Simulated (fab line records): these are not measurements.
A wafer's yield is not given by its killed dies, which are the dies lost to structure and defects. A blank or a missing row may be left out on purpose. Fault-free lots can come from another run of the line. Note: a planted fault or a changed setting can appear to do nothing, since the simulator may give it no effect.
Which tool did it? + flow nandHarc + 13 lots with 39 wafers sampled at 5 steps, on a route of 1159 steps

WHAT EACH GAUGE READ, for each wafer
NHARC_A_M0_OVL_MEAS_10: pitch 160 nm.
| lot  | measured     | on         | overlayXNm (nm) | overlayYNm (nm) |
|------|--------------|------------|-----------------|-----------------|
| L517 | day 17 20:31 | overlay-02 | -1.3 -0.4 -1.1  | -1.3 -0.7 -1.0  |
| L520 | day 18 05:38 | overlay-02 | -0.7 -1.7 -1.5  | 0.6 0.3 0.7     |
| L522 | day 19 09:23 | overlay-01 | -0.9 -0.7 -1.0  | 1.2 0.3 0.9     |
| L521 | day 19 10:05 | overlay-02 | 0.9 0.2 0.2     | 0.4 0.6 0.3     |
| L525 | day 20 08:57 | overlay-01 | -0.8 -0.9 -0.3  | 0.3 0.2 0.4     |
| L524 | day 20 18:28 | overlay-02 | 0.3 0.1 -0.3    | 0.5 -0.1 0.1    |
| L527 | day 21 14:20 | overlay-02 | 0.0 0.6 0.3     | -0.4 -0.6 -0.3  |
| L531 | day 21 21:41 | overlay-02 | 1.6 1.6 2.4     | -0.8 -0.4 -1.1  |
| L535 | day 22 04:41 | overlay-02 | 0.1 0.8 0.2     | -0.9 -1.0 -1.0  |
| L534 | day 22 09:34 | overlay-02 | -0.4 -0.4 -0.4  | -1.2 -1.0 -0.9  |
| L537 | day 22 20:51 | overlay-01 | 0.2 0.2 -0.1    | -0.7 -0.3 -0.4  |
| L536 | day 23 03:02 | overlay-02 | 0.2 0.2 0.1     | 0.8 0.6 0.5     |
| L538 | day 23 13:35 | overlay-02 | 1.2 1.6 1.3     | 0.6 0.5 0.4     |

NHARC_A_M0_INSPECT_11.
| lot  | measured     | on               | rawDefectCount |
|------|--------------|------------------|----------------|
| L517 | day 17 20:32 | defectInspect-01 | 30 53 32       |
| L520 | day 18 05:41 | defectInspect-01 | 24 20 26       |
| L522 | day 19 09:25 | defectInspect-02 | 31 37 35       |
| L521 | day 19 10:07 | defectInspect-01 | 18 17 11       |
| L525 | day 20 08:59 | defectInspect-02 | 34 28 27       |
| L524 | day 20 18:31 | defectInspect-02 | 14 14 15       |
| L527 | day 21 14:22 | defectInspect-02 | 19 20 17       |
| L531 | day 21 21:43 | defectInspect-01 | 39 36 48       |
| L535 | day 22 04:44 | defectInspect-02 | 39 37 38       |
| L534 | day 22 09:36 | defectInspect-02 | 53 59 58       |
| L537 | day 22 20:53 | defectInspect-02 | 15 13 14       |
| L536 | day 23 03:04 | defectInspect-01 | 67 58 48       |
| L538 | day 23 13:37 | defectInspect-01 | 15 22 28       |

NHARC_A_M1_INSPECT_27.
| lot  | measured     | on               | rawDefectCount |
|------|--------------|------------------|----------------|
| L517 | day 18 03:22 | defectInspect-02 | 546 284 524    |
| L520 | day 18 12:36 | defectInspect-01 | 476 337 362    |
| L522 | day 19 16:05 | defectInspect-01 | 279 579 313    |
| L521 | day 19 16:56 | defectInspect-02 | 416 523 366    |
| L525 | day 20 15:56 | defectInspect-01 | 289 283 326    |
| L524 | day 21 02:37 | defectInspect-01 | 481 528 411    |
| L527 | day 21 23:01 | defectInspect-01 | 394 317 443    |
| L531 | day 22 07:18 | defectInspect-02 | 591 435 372    |
| L535 | day 22 12:30 | defectInspect-01 | 468 641 388    |
| L534 | day 22 17:03 | defectInspect-01 | 402 480 468    |
| L537 | day 23 04:01 | defectInspect-02 | 391 410 496    |
| L536 | day 23 10:00 | defectInspect-01 | 498 472 355    |
| L538 | day 23 20:44 | defectInspect-01 | 523 434 377    |

NHARC_END_SORT_01.
| lot  | measured     | on        | defectLimitedYield (%) | killedAtArray | killedAtOther | killedAtPeriphery | killedDies | killedOpen | killedShort | sort_bin_2_pct (%) | sort_bin_3_pct (%) | sort_bin_4_pct (%) | sortNPass   | sortRimYieldPct (%) | sortYieldPct (%) |
|------|--------------|-----------|------------------------|---------------|---------------|-------------------|------------|------------|-------------|--------------------|--------------------|--------------------|-------------|---------------------|------------------|
| L517 | day 22 17:03 | prober-01 | 96.2 94.5 95.1         | 23 35 31      | 1 0 0         | 2 2 2             | 26 37 33   | 2 1 4      | 4 3 2       | 0.7 2.4 1.8        | 0 0.30 0.15        | 3.1 2.8 3.0        | 651 640 644 | 93 93 98            | 96.2 94.5 95.1   |
| L534 | day 25 18:58 | prober-02 | 95.1 91.6 92.6         | 28 53 49      | 0 0 0         | 5 4 1             | 33 57 50   | 3 5 2      | 2 0 3       | 1.0 3.2 1.6        | 0.44 0.15 0        | 3.4 5.0 5.8        | 644 620 627 | 91 95 90            | 95.1 91.6 92.6   |
| L536 | day 26 02:42 | prober-02 | 94.7 91.7 96.0         | 35 51 26      | 0 2 1         | 1 3 0             | 36 56 27   | 3 2 1      | 5 2 3       | 1.5 2.4 1.3        | 0.30 0.15 0.15     | 3.5 5.8 2.5        | 641 621 650 | 86 97 92            | 94.7 91.7 96.0   |
| L538 | day 26 06:52 | prober-01 | 97.3 96.5 95.1         | 15 15 20      | 0 1 0         | 3 8 13            | 18 24 33   | 4 3 3      | 0 3 7       | 0.6 0.4 2.1        | 0.15 0.15 0.44     | 1.9 3.0 2.4        | 659 653 644 | 93 95 93            | 97.3 96.5 95.1   |

EACH LOT AND THE TOOL THAT RAN IT (in order: tool; ch and the chambers of the sampled wafers; start)
| lot  | NHARC_A_M1_SOFTBAKE_04           |
|------|----------------------------------|
| L517 | lithoTrack-06 ch 0, day 18 00:00 |
| L520 | lithoTrack-01 ch 0, day 18 09:00 |
| L522 | lithoTrack-06 ch 0, day 19 13:00 |
| L521 | lithoTrack-06 ch 0, day 19 13:00 |
| L525 | lithoTrack-01 ch 0, day 20 12:00 |
| L524 | lithoTrack-06 ch 0, day 20 23:00 |
| L527 | lithoTrack-01 ch 0, day 21 18:00 |
| L531 | lithoTrack-01 ch 0, day 22 02:00 |
| L535 | lithoTrack-01 ch 0, day 22 09:00 |
| L534 | lithoTrack-01 ch 0, day 22 13:00 |
| L537 | lithoTrack-04 ch 0, day 23 00:00 |
| L536 | lithoTrack-06 ch 0, day 23 06:00 |
| L538 | lithoTrack-06 ch 0, day 23 17:00 |
- NHARC_A_M1_SOFTBAKE_04: time 55 s.

WHAT THE TOOLS THEMSELVES READ (means of the sampled wafers that have a number; where no wafer has one, the mark that the record gives instead)
NHARC_A_M1_SOFTBAKE_04.
| lot  | tool          | exhaustPa (Pa) | heaterPowerTotalW (W) |
|------|---------------|----------------|-----------------------|
| L517 | lithoTrack-06 | 45.4           | 188.38                |
| L520 | lithoTrack-01 | 45.7           | 188.39                |
| L522 | lithoTrack-06 | 45.2           | 188.41                |
| L521 | lithoTrack-06 | 45.5           | 192.02                |
| L525 | lithoTrack-01 | 44.5           | 188.51                |
| L524 | lithoTrack-06 | 44.9           | 192.05                |
| L527 | lithoTrack-01 | 45.4           | 188.57                |
| L531 | lithoTrack-01 | 45.6           | 188.33                |
| L535 | lithoTrack-01 | 45.3           | 188.35                |
| L534 | lithoTrack-01 | 46.7           | 188.40                |
| L537 | lithoTrack-04 | 45.5           | 188.46                |
| L536 | lithoTrack-06 | 43.8           | 188.38                |
| L538 | lithoTrack-06 | 46.4           | 188.41                |

THE ANSWER, worked out from the rows above alone
Rule: the lots themselves supply what counts as usual. Put in order of their means at a reading, lots are off if they are a third of the lots or fewer, leave a main group of 4 or more, and stand apart from it by a gap of 3 or more times the standard deviation of the main group's means; of several such gaps the widest counts. If all means in a main group match to the digits the tables above print for the reading, that group is not used. A lot without any number at a reading at which 4 lots or more have one is off too. The other lots that the step has rows for count as sound. After the gauges, taken in route order, come the tools' own readings; for these a lot's mean is taken, as printed above. At the first step where some lot is off, the reading lying furthest off is the one used; lots without a number count as furthest.
Off: L521, L524 (NHARC_A_M1_SOFTBAKE_04, heaterPowerTotalW). The main group has a mean of 188.42 W with a standard deviation of 0.067.
A tool fits if, at that step or a process step before it, it ran every lot that is off, and no sound lot after the first of them. No candidate that was tried fits.

WHAT WAS PUT IN BY THE SIMULATOR
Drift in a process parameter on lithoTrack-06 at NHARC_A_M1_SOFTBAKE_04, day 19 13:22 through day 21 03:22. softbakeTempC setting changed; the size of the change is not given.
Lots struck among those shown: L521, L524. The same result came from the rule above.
